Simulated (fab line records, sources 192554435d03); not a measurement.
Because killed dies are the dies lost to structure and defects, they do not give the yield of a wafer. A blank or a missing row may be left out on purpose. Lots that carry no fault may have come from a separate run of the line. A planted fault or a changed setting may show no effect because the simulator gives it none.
fab line records + flow n5_finfet
record
- lots=4
- wafers=12
- last_day=21
route steps=1938 shown SD_EPI_P@299 SD_ACTIVATION@330 BEOL_M4@1111 PASSIVATION@1936
lots that met no fault: taken from a fault-free run of the same line
start_h: the number of hours between the record's first day and the start of the first shown wafer of the lot + wait_h: hours since the lot's step before + " the same as in the row above + L1.1+2: one row covering several wafers at once + - no value, or no start given + * or withheld: withheld + < > ~ a bound
route shown NAME@n: names a module that has steps shown in the file, with the first one's number in the route + usual: mean/standard deviation taken from wafers without a fault + same: alike in all rows + chamber/n: place in a boat + sites: per-site readings + _std_site: standard deviation across them + _edge_site: inner sites' mean taken away from outer sites' mean + radius_mm: for every site, how far away it sits from the centre of the wafer + mask NAME#n: copy n + behind: the last tool/chamber to shape the wafer + hold: what put the lot on hold/how long, in hours/how the hold closed + device: the n, p or np transistor that did not switch + end of line: the same wafers' tests at the end of the route + a step given without rows: its recipe and nothing more + killed: dies lost to structure and defects at the first sort, not the wafer's yield + map: a wafer's dies, x killed, . not, _ none there
set.NAME: setting as actually run; set.NAME@STEP: the setting as run at that earlier step + model.NAME: the simulator's own value behind a step, which no gauge read
lots at some steps of the route; a table a step, a row a wafer
services: from which hour (start_h, from the record's first day; less than 0 if before it) a tool's chamber was out of use, for how many hours, and why
## steps
# step N5_SD_EPI_P_SOFTBAKE_04
# recipe
- temp_c=110
- time_s=60
- resist=CAR-ArF-block
# step N5_SD_EPI_P_EXPOSE_06
# recipe
- mask_id=SD_P_BLK
- na=1.35
- source_shape=conventional
- sigma_outer=0.8
- polarization=unpolarized
- target_cd_nm=240
- dose_mj=39.5
# step N5_SD_EPI_P_PEB_07
# recipe
- peb_temp_c=110
- peb_time_s=60
- resist=CAR-ArF-block
# step N5_SD_EPI_P_DEVELOP_08
# recipe
- develop_time_s=30
- developer=TMAH
- resist=CAR-ArF-block
- dev_temp_c=23
- rinse_liquid=diw
- dry=air_spin
# step N5_SD_EPI_P_DESCUM_14
# recipe
- chemistry=O2
- time_s=7.9
- source_power_w=50
- bias_power_w=20
- pressure_mtorr=20
- rf_frequency_hz=2.712e+07
- temp_c=40
- resist=CAR-ArF-block
- o2_flow_sccm=225
# step N5_SD_EPI_P_ETCH_36
# recipe
- chemistry=CF4
- target=SiARC
- target_depth_a=455
- mask_material=CAR-ArF-block
- time_s=75.8
- ion_energy_ev=80
- pressure_mtorr=40
- source_w=545
- bias_w=36
- Ar_flow_sccm=100
- cf4_flow_sccm=100
- ends=cleared
# step N5_SD_EPI_P_ETCH_37
# recipe
- chemistry=N2/H2
- target=SOC
- overetch_a=1080
- mask_material=SiARC
- temp_c=40
- ion_energy_ev=100
- source_w=3000
- bias_w=133
- pressure_mtorr=20
- time_s=486
- n2_flow_sccm=200
- h2_flow_sccm=200
- ends=end_point
# step N5_SD_EPI_P_STRIP_38
# recipe
- chemistry=N2/H2
- temp_c=40
- n2_flow_sccm=200
- h2_flow_sccm=200
- rf_frequency_hz=6e+07
# step N5_SD_EPI_P_ETCHBACK_46
# recipe
- chemistry=CH3F/O2
- mode=anisotropic_etchback
- target=SiNx
- target_depth_a=175
- stop_on=SiO2
- over_etch_frac=0.3
- ion_energy_ev=120
- pressure_mtorr=30
- source_w=395
- bias_w=73
- Ar_flow_sccm=150
- CH3F_flow_sccm=30
- O2_flow_sccm=20
# step N5_SD_EPI_P_ETCH_47
# recipe
- chemistry=CH3F/O2
- target=SiOCN
- target_depth_a=250
- mask_material=SOC
- ion_energy_ev=60
- bias_w=29
- pressure_mtorr=30
- source_w=410
- Ar_flow_sccm=150
- CH3F_flow_sccm=30
- O2_flow_sccm=20
# usual
- O2_flow_sccm=19.99/0.06
- drypump_motor_current_A=5.7/0.38
- oes_product_au=0.75/0.065
- rf_fwd_power_W=408.2/1.4
- rf_vpp_V=127/3.4
- showerhead_plenum_p_Torr=2.00/0.071
- throttle_valve_pct=16.4/0.32
| lot.wafer | tool        | chamber | start_h | wait_h | O2_flow_sccm | drypump_motor_current_A | oes_product_au | rf_fwd_power_W | rf_hours_counter_h | rf_vpp_V | showerhead_plenum_p_Torr | throttle_valve_pct |
|-----------|-------------|---------|---------|--------|--------------|-------------------------|----------------|----------------|--------------------|----------|--------------------------|--------------------|
| L679.1    | rie_diel-03 | 3       | 56.64   | 0.1    | 20.03        | 6.5                     | 0.79           | 408.2          | 99                 | 128      | 2.04                     | 16.3               |
| L679.2    | "           | 2       | "       | "      | 20.03        | 6.0                     | 0.74           | 409.7          | 159                | 125      | 1.91                     | 16.0               |
| L679.6    | "           | 0       | "       | "      | 20.01        | 5.2                     | 0.70           | 408.3          | -                  | 120      | 1.97                     | 16.7               |
| L691.1    | rie_diel-03 | 2       | 130.89  | 0.1    | 19.87        | 6.0                     | 0.74           | 412.3          | 171                | 127      | 1.91                     | 16.0               |
| L691.2    | "           | 1       | "       | "      | 19.95        | 5.9                     | 0.75           | 407.6          | 197                | 130      | 2.06                     | 16.3               |
| L691.4    | "           | 0       | "       | "      | 20.02        | 5.3                     | 0.68           | 408.0          | 226                | 118      | 1.97                     | 16.7               |
| L692.3    | rie_diel-03 | 2       | 134.73  | 0.1    | 19.92        | 6.0                     | 0.73           | 409.9          | 172                | 126      | 1.91                     | 16.0               |
| L692.4    | "           | 0       | "       | "      | 20.01        | 5.2                     | 0.68           | 408.2          | 227                | 120      | 1.97                     | 16.7               |
| L692.5    | "           | 0       | "       | "      | 19.90        | 5.2                     | 0.68           | 408.6          | -                  | 120      | 1.97                     | 16.7               |
| L702.1    | rie_diel-02 | 2       | 194.77  | 0.1    | 20.03        | 5.8                     | 0.70           | 407.6          | 190                | 133      | 1.91                     | 16.7               |
| L702.4    | "           | 0       | "       | "      | 19.98        | 5.8                     | 0.83           | 407.1          | 73                 | 126      | 1.96                     | 16.4               |
| L702.5    | "           | 0       | "       | "      | 20.00        | 5.8                     | 0.84           | 406.2          | -                  | 127      | 1.96                     | 16.4               |
# step N5_SD_EPI_P_ETCH_16
# recipe
- chemistry=CHF3/O2
- target=SiO2
- target_depth_a=50
- mask_material=SOC
- pressure_mtorr=30
- source_w=650
- bias_w=170
- Ar_flow_sccm=200
- CHF3_flow_sccm=50
- O2_flow_sccm=5
- ion_energy_ev=200
# step N5_SD_EPI_P_STRIP_50
# recipe
- chemistry=CHF3/O2
- resist=SiARC
- rf_frequency_hz=6e+07
# step N5_SD_EPI_P_SD_RECESS_17
# recipe
- chemistry=HBr/Cl2/O2
- target_depth_a=391
- bt_time_s=3
- pressure_mtorr=10
- icp_w=800
- bias_w=112
- HBr_flow_sccm=150
- Cl2_flow_sccm=80
- O2_flow_sccm=12
# step N5_SD_EPI_P_WET_ETCH_45
# recipe
- chemistry=dHF
- dilution=withheld
- time_s=10.7
- target=SiO2
- target_depth_a=20
- temp_c=25
- dry=ipa_marangoni
- rinse_time_s=30
- rinse_temp_c=23
# step N5_SD_EPI_P_STRIP_40
# recipe
- chemistry=N2/H2
- power_w=1000
- temp_c=250
- h2_frac=0.65
- overash_fraction=0.3
- pressure_mtorr=withheld
- n2_flow_sccm=1750
- h2_flow_sccm=3250
# step N5_SD_EPI_P_PRECLEAN_52
# recipe
- chemistry=O3/DIW
- time_s=60
- temp_c=22
- o3_ppm=10
# step N5_SD_EPI_P_SRD_20
# recipe
- dry=ipa_marangoni
- do_ppb=5
- time_s=30
- temp_c=23
- rinse_liquid=diw
# step N5_SD_EPI_P_PRECLEAN_51
# recipe
- chemistry=NF3:NH3
- afs_cycles=1
- temp_c=30
- time_s=20
- sublimation_temp_c=180
- sublimation_time_s=60
- pressure_torr=3
- rf_power_w=30
# step N5_SD_EPI_P_VAPOR_ETCH_44
# recipe
- chemistry=NF3/Ar
- target=SiGe30
- temp_c=25
- time_s=3.3
- mode=isotropic
# step N5_SD_EPI_P_EPI_21
# recipe
- material=SiGe:B
- dopant=B
- temp_c=550
- pressure_torr=20
- ambient=H2
- time_s=355
# step N5_SD_EPI_P_HM_STRIP_48
# recipe
- chemistry=H3PO4
- temp_c=160
- material=SiNx
- target=SiNx
- target_depth_a=30
- overetch_fraction=0.3
# step N5_SD_EPI_P_SRD_49
# recipe
- dry=ipa_marangoni
- time_s=30
- temp_c=23
- rinse_liquid=diw
# step N5_SD_EPI_P_PRECLEAN_24
# recipe
- chemistry=O3/DIW
- time_s=45
- temp_c=22
- o3_ppm=10
# step N5_SD_EPI_P_PRECLEAN_32
# recipe
- chemistry=dHF
- time_s=10
- dilution=500:1
- temp_c=25
# step N5_SD_EPI_P_PRECLEAN_33
# recipe
- chemistry=SC2
- time_s=45
- temp_c=35
- mix=1:1:50
# step N5_SD_EPI_P_SRD_25
# recipe
- time_s=30
- temp_c=23
- rinse_liquid=diw
- dry=ipa_marangoni
# step N5_SD_EPI_P_INSPECT_26
# recipe
- inspect_instrument=darkfield
- mode=post_epi
# usual
- raw_defect_count=177/42
| lot.wafer | tool              | chamber | start_h | wait_h | raw_defect_count |
|-----------|-------------------|---------|---------|--------|------------------|
| L679.1    | defect_inspect-02 | -       | 59.84   | 0.0    | 126              |
| L679.2    | "                 | -       | "       | "      | 129              |
| L679.6    | "                 | -       | "       | "      | 142              |
| L691.1    | defect_inspect-02 | -       | 134.93  | 0.0    | 1597             |
| L691.2    | "                 | -       | "       | "      | 1500             |
| L691.4    | "                 | -       | "       | "      | 1623             |
| L692.3    | defect_inspect-01 | -       | 137.94  | 0.0    | 1608             |
| L692.4    | "                 | -       | "       | "      | 1564             |
| L692.5    | "                 | -       | "       | "      | 1559             |
| L702.1    | defect_inspect-01 | -       | 197.97  | 0.0    | 177              |
| L702.4    | "                 | -       | "       | "      | 167              |
| L702.5    | "                 | -       | "       | "      | 164              |
# step N5_SD_ACTIVATION_RTA_00
# recipe
- temp_c=975
- time_s=0
- ambient=N2
- idle_temp_c=600
- ramp_up_c_per_s=150
- ramp_down_c_per_s=60
- cool_to_c=600
# step N5_BEOL_M4_RC_MEAS_101
# usual
- DIBL_N=37.7/2
- DIBL_P=37.7/2.3
- IOFF_N=0.18/0.039
- IOFF_P=0.23/0.042
- ION_N=681/12
- ION_P=463/8
- SS_N=71.9/0.68
- SS_P=73.6/0.71
- VT_N=248/3.2
- VT_P=-249/3.1
| lot.wafer | tool      | chamber | start_h | wait_h | DIBL_N[mV/V] | DIBL_P[mV/V] | IOFF_N[nA/um] | IOFF_P[nA/um] | ION_N[uA/um] | ION_P[uA/um] | SS_N[mV/dec] | SS_P[mV/dec] | VT_N[mV] | VT_P[mV] |
|-----------|-----------|---------|---------|--------|--------------|--------------|---------------|---------------|--------------|--------------|--------------|--------------|----------|----------|
| L679.1    | prober-01 | 0       | 270.98  | 0.0    | 40.1         | 41.4         | 0.26          | 0.37          | 700          | 488          | 72.4         | 74.8         | 242      | -240     |
| L679.2    | "         | 0       | "       | "      | 40.0         | 41.2         | 0.26          | 0.35          | 701          | 481          | 72.5         | 74.1         | 243      | -240     |
| L679.6    | "         | 0       | "       | "      | 37.4         | 38.0         | 0.18          | 0.27          | 677          | 467          | 71.3         | 73.6         | 247      | -244     |
| L691.1    | prober-02 | 0       | 326.75  | 0.0    | 40.5         | 39.8         | 0.26          | 0.26          | 702          | 466          | 72.6         | 74.1         | 241      | -245     |
| L691.2    | "         | 0       | "       | "      | 38.0         | 37.5         | 0.19          | 0.22          | 694          | 467          | 72.0         | 73.7         | 247      | -250     |
| L691.4    | "         | 0       | "       | "      | 37.8         | 36.4         | 0.18          | 0.21          | 664          | 454          | 72.2         | 74.0         | 250      | -254     |
| L692.3    | prober-01 | 0       | 353.74  | 0.3    | 38.3         | 39.9         | 0.20          | 0.27          | 686          | 470          | 71.7         | 74.0         | 247      | -245     |
| L692.4    | "         | 0       | "       | "      | 36.3         | 36.5         | 0.15          | 0.20          | 675          | 457          | 71.1         | 73.2         | 255      | -250     |
| L692.5    | "         | 0       | "       | "      | 39.0         | 39.5         | 0.20          | 0.25          | 683          | 468          | 71.8         | 74.2         | 247      | -251     |
| L702.1    | prober-02 | 0       | 402.27  | 0.0    | 38.4         | 37.0         | 0.23          | 0.25          | 706          | 471          | 72.1         | 73.2         | 241      | -246     |
| L702.4    | "         | 0       | "       | "      | 37.0         | 34.9         | 0.16          | 0.21          | 663          | 455          | 71.9         | 72.4         | 251      | -247     |
| L702.5    | "         | 0       | "       | "      | 38.9         | 39.3         | 0.24          | 0.29          | 705          | 475          | 72.5         | 75.0         | 241      | -245     |
# step N5_PASSIVATION_PROBE_49
# usual
- defect_limited_yield=91.1/1.4
- killed_at_M0_to_M3=34/9.6
- killed_at_M4_up=15/5.3
- killed_at_contacts=12/6.1
- killed_at_front_end=40/11
- killed_at_other=3.5/2.8
- killed_dies=105/17
- killed_on_rim=14/4.3
- killed_open=70/12
- killed_short=34/7.7
- sort_bin_4_leakage=0.01/0.07
- sort_bin_5_function=5.2/0.97
- sort_bin_6_memory=3.4/0.62
- sort_n_pass=1075/17
- sort_yield_pct=91.1/1.4
# same
- gross_dies=1180
- killed_at_back_side=0
- sort_bin_8_speed[%]=0
| lot.wafer | tool      | chamber | start_h | wait_h | defect_limited_yield[%] | killed_at_M0_to_M3 | killed_at_M4_up | killed_at_contacts | killed_at_front_end | killed_at_other | killed_dies | killed_on_rim | killed_open | killed_short | sort_bin_4_leakage[%] | sort_bin_5_function[%] | sort_bin_6_memory[%] | sort_n_pass | sort_yield_pct[%] |
|-----------|-----------|---------|---------|--------|-------------------------|--------------------|-----------------|--------------------|---------------------|-----------------|-------------|---------------|-------------|--------------|-----------------------|------------------------|----------------------|-------------|-------------------|
| L679.1    | prober-02 | -       | 384.78  | 0.0    | 91.9                    | 33                 | 16              | 4                  | 41                  | 2               | 96          | 11            | 60          | 34           | 0.17                  | 4.9                    | 2.7                  | 1082        | 91.7              |
| L679.2    | prober-02 | -       | 384.83  | 0.1    | 92.7                    | 14                 | 15              | 22                 | 32                  | 3               | 86          | 7             | 64          | 20           | 0                     | 4.5                    | 2.7                  | 1094        | 92.7              |
| L679.6    | prober-02 | -       | 385.03  | 0.3    | 92.0                    | 40                 | 9               | 13                 | 32                  | 0               | 94          | 13            | 56          | 35           | 0                     | 4.3                    | 3.4                  | 1086        | 92.0              |
| L691.1    | prober-01 | -       | 433.44  | 0.0    | 81.4                    | 25                 | 15              | 10                 | 166                 | 3               | 219         | 24            | 60          | 21           | 0                     | 10.7                   | 3.8                  | 961         | 81.4              |
| L691.2    | prober-01 | -       | 433.49  | 0.1    | 79.0                    | 23                 | 12              | 29                 | 183                 | 1               | 248         | 17            | 69          | 23           | 0                     | 13.1                   | 3.8                  | 932         | 79.0              |
| L691.4    | prober-01 | -       | 433.59  | 0.2    | 85.8                    | 35                 | 14              | 8                  | 111                 | 0               | 168         | 23            | 56          | 14           | 0                     | 8.0                    | 2.9                  | 1012        | 85.8              |
| L692.3    | prober-01 | -       | 454.57  | 0.4    | 77.5                    | 39                 | 17              | 21                 | 185                 | 4               | 266         | 39            | 84          | 36           | 0                     | 12.5                   | 5.3                  | 914         | 77.5              |
| L692.4    | prober-01 | -       | 454.62  | 0.4    | 83.2                    | 40                 | 5               | 9                  | 141                 | 3               | 198         | 28            | 57          | 38           | 0                     | 9.0                    | 4.3                  | 982         | 83.2              |
| L692.5    | prober-01 | -       | 454.67  | 0.5    | 83.9                    | 33                 | 9               | 18                 | 130                 | 0               | 190         | 37            | 59          | 27           | 0                     | 9.2                    | 3.4                  | 990         | 83.9              |
| L702.1    | prober-01 | -       | 510.06  | 0.0    | 91.9                    | 22                 | 17              | 8                  | 43                  | 5               | 95          | 12            | 59          | 35           | 0                     | 4.5                    | 3.3                  | 1085        | 91.9              |
| L702.4    | prober-01 | -       | 510.21  | 0.2    | 93.0                    | 23                 | 16              | 14                 | 25                  | 5               | 83          | 6             | 61          | 22           | 0                     | 4.2                    | 2.6                  | 1097        | 93.0              |
| L702.5    | prober-01 | -       | 510.26  | 0.2    | 89.7                    | 40                 | 13              | 14                 | 48                  | 6               | 121         | 14            | 65          | 55           | 0                     | 6.1                    | 3.7                  | 1059        | 89.7              |
# killed by level:class
L679.1 FIN_SAQP:geometric_particle:open=11 BEOL_M3:geometric_particle:open=11 FIN_SAQP:geometric_particle:short=6 BEOL_M0_SAQP:geometric_particle:short=5 BEOL_M5:geometric_particle:open=5 SPACER0:geometric_particle:open=4 SPACER0:geometric_particle:short=3 ILD0:geometric_particle:open=3
L679.2 MOL_CONTACT_COAG:geometric_particle:open=19 FIN_SAQP:geometric_particle:open=9 BEOL_M4:geometric_particle:open=5 DUMMY_GATE:geometric_particle:open=4 FIN_SAQP:geometric_particle:short=3 ILD0:geometric_particle:open=3 BEOL_M0:geometric_particle:open=3 BEOL_M3:geometric_particle:open=3
L679.6 MOL_CONTACT_COAG:geometric_particle:open=12 BEOL_M0_SAQP:geometric_particle:short=11 BEOL_M3:geometric_particle:open=10 BEOL_M0_SAQP:geometric_particle:open=5 BEOL_M1:geometric_particle:open=5 STI_FIN_REVEAL:geometric_particle:open=4 ILD0:geometric_particle:short=4 BEOL_M3:geometric_particle:short=4
L691.1 SD_EPI_P:unspecified=138 BEOL_M3:geometric_particle:open=9 MOL_CONTACT_COAG:geometric_particle:open=8 STI_FIN_REVEAL:geometric_particle:open=7 BEOL_M1:geometric_particle:open=6 BEOL_M4:geometric_particle:open=5 FIN_SAQP:geometric_particle:open=4 GATE_CUT:geometric_particle:short=4
L691.2 SD_EPI_P:unspecified=156 MOL_CONTACT_COAG:geometric_particle:open=26 BEOL_M3:geometric_particle:open=10 BEOL_M4:geometric_particle:open=8 STI_FIN_REVEAL:geometric_particle:open=6 GATE_CUT:geometric_particle:short=6 BEOL_M0_SAQP:geometric_particle:open=4 STARTING-WAFER:geometric_particle:short=4
L691.4 SD_EPI_P:unspecified=96 BEOL_M3:geometric_particle:open=15 BEOL_M4:geometric_particle:open=9 MOL_CONTACT_COAG:geometric_particle:open=8 BEOL_M2:geometric_particle:open=8 BEOL_M3:geometric_particle:short=5 STARTING-WAFER:geometric_particle:open=3 FIN_SAQP:geometric_particle:open=2
L692.3 SD_EPI_P:unspecified=140 MOL_CONTACT_COAG:geometric_particle:open=17 BEOL_M4:geometric_particle:open=12 BEOL_M1:geometric_particle:open=10 FIN_SAQP:geometric_particle:open=7 BEOL_M2:geometric_particle:open=7 FIN_SAQP:geometric_particle:short=6 HKMG_FIN:area_etch=6
L692.4 SD_EPI_P:unspecified=103 FIN_SAQP:geometric_particle:short=12 FIN_SAQP:geometric_particle:open=8 BEOL_M0:geometric_particle:open=7 BEOL_M2:geometric_particle:open=7 BEOL_M3:geometric_particle:open=6 MOL_CONTACT_COAG:geometric_particle:open=5 STI_FIN_REVEAL:geometric_particle:open=4
L692.5 SD_EPI_P:unspecified=104 MOL_CONTACT_COAG:geometric_particle:open=14 BEOL_M2:geometric_particle:open=13 BEOL_M1:geometric_particle:open=9 FIN_SAQP:geometric_particle:short=7 FIN_SAQP:geometric_particle:open=5 GATE_CUT:geometric_particle:open=5 MOL_CONTACT_COAG:geometric_particle:short=4
L702.1 STI_FIN_REVEAL:geometric_particle:open=11 GATE_CUT:geometric_particle:short=9 MOL_CONTACT_COAG:geometric_particle:open=7 BEOL_M4:geometric_particle:open=7 FIN_SAQP:geometric_particle:open=6 BEOL_M1:geometric_particle:open=5 BEOL_M0_SAQP:geometric_particle:open=4 BEOL_M2:geometric_particle:open=4
L702.4 MOL_CONTACT_COAG:geometric_particle:open=13 BEOL_M0_SAQP:geometric_particle:open=10 STI_FIN_REVEAL:geometric_particle:open=7 BEOL_M2:geometric_particle:open=6 BEOL_M4:geometric_particle:open=5 DUMMY_GATE:geometric_particle:open=4 GATE_CUT:geometric_particle:short=4 BEOL_M0_SAQP:geometric_particle:short=4
L702.5 BEOL_M0_SAQP:geometric_particle:short=10 FIN_SAQP:geometric_particle:short=9 MOL_CONTACT_COAG:geometric_particle:open=8 STI_FIN_REVEAL:geometric_particle:open=7 FIN_SAQP:geometric_particle:open=6 MOL_CONTACT_COAG:geometric_particle:short=6 BEOL_M0:geometric_particle:open=5 BEOL_M2:geometric_particle:open=5
# map L691.2 (x killed, . not)
_________________............________________
______________...x......x.....xx_____________
___________..x.x..................x__________
__________.........................._________
________.............................._______
_______..x..x.................x...x....______
______..........x....x.x........x......._____
_____.xx....x...................xx.x.....____
____......x........x.xx...x.xxxx...x..x...___
___......................x...x..xxxx.......__
___x.......................xxxxxxxxxxx.....__
__.................xxx.x.xxxxxxxxxxxxx...x.._
__....x...x.............xxxxxxxxxxxxxx......_
_.......x..........x...xxxxxxxxxxxxxxxx.x....
_....x.....x..........x.xxxxxxxxxxxxxx.xx...x
_...........x...x....x..xxxxxxxxxxxxxxxx..x..
_......................xxxxxxxxxxxxxxx.x.....
_....x..x................xxxxxxxxxxxxxx......
_........x.....xx.x.x...xxxx.xxxxxxxxx.......
_....x..................xxxx.xxxxxx..........
_.........................x...x.xx...........
__.x................x.x.......x..x...xx....._
__....x..x....x.............x...x..........._
___.........x....x................xx..x.x.x__
___....x.....x....xx..x..x.................__
____.x.........................x..........___
_____x...............................x...____
______.......x..........x..............._____
_______.......x........................______
________.............................._______
__________.x........................_________
___________...x.................x..__________
______________.....x.......x.x.._____________
_________________...x...x....________________
# map L692.3 (x killed, . not)
_________________...x.....x..________________
______________...x....x.x....x.._____________
___________..x.....x............xxx__________
__________....x.......x....xxxxxxxxx_________
________....x.......x....x.xxxxxxxxxxx_______
_______.......xx....x......x.xxxxxxxxxx______
______.x...................xxxxxxxxxxxxx_____
_____.................x...xxxxxxxxxxxxxxx____
____........x....x........xxxxxxxxxxxxxxxx___
___xxx..x..........x.x....xxxxxxxxxxxxxxxx.__
___..........x....x.x.....x.xxxxxxxxxxxx...__
__x........x...............x.xxxxxxxxxx.xx.._
__....xx..........x...x.......xxxxxxxx.xxx.._
_..............x..........x....xxxx..xx......
_..x..............x.........x..x.x.xx....x...
_........x................................x..
_..x.........x..x...............x...x........
_.x.......x...x.......x................x.....
_x.xx.......x........................x......x
_...x......x.x...x..xxx.x..................x.
_...x...............................x.x....x.
__........x.............x.......x......x...._
__xx..xx..x....x........................x..._
___..x......x..x.....x.....x.........x.....__
___x.x...........x.........x...............__
____....x.......x...........x.............___
_____x....x.xx.................x.x......x____
______........x........x..xx....xx......_____
_______.............x..x...............______
________.....x..x.....xx.............._______
__________...x......................_________
___________...x.x..x.........x.x...__________
______________.x.x......x.....x._____________
_________________............________________
## services
| tool        | chamber | start_h | hours | kind   |
|-------------|---------|---------|-------|--------|
| rie_diel-02 | -       | 48.24   | 1.3   | repair |
| rie_diel-02 | 1       | 82.56   | 4.2   | repair |
| rie_diel-03 | 2       | 118.77  | 6.3   | repair |
## key
first_sign
- step=N5_SD_EPI_P_INSPECT_26
- reading=raw_defect_count
- direction=up
- sigmas=33
- usual=177
- struck=1575
effect
- step=N5_PASSIVATION_PROBE_49
- reading=killed_at_front_end
- direction=up
- sigmas=10
- usual=40
- struck=153
more_kills_born_at
- N5_SD_EPI_P_ETCH_47@rie_diel-03=737
met_at N5_SD_EPI_P_ETCH_47
struck_wafers L691.1,L691.2,L691.4,L692.3,L692.4,L692.5
onset_between 56.64 130.89
fault
- kind=chamber_particle_source
- tool=rie_diel-03
- chamber=-
- onset_h=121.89
- steps=N5_SD_EPI_P_ETCH_47
- rate_per_visit_cm2=2.1646
- end_h=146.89
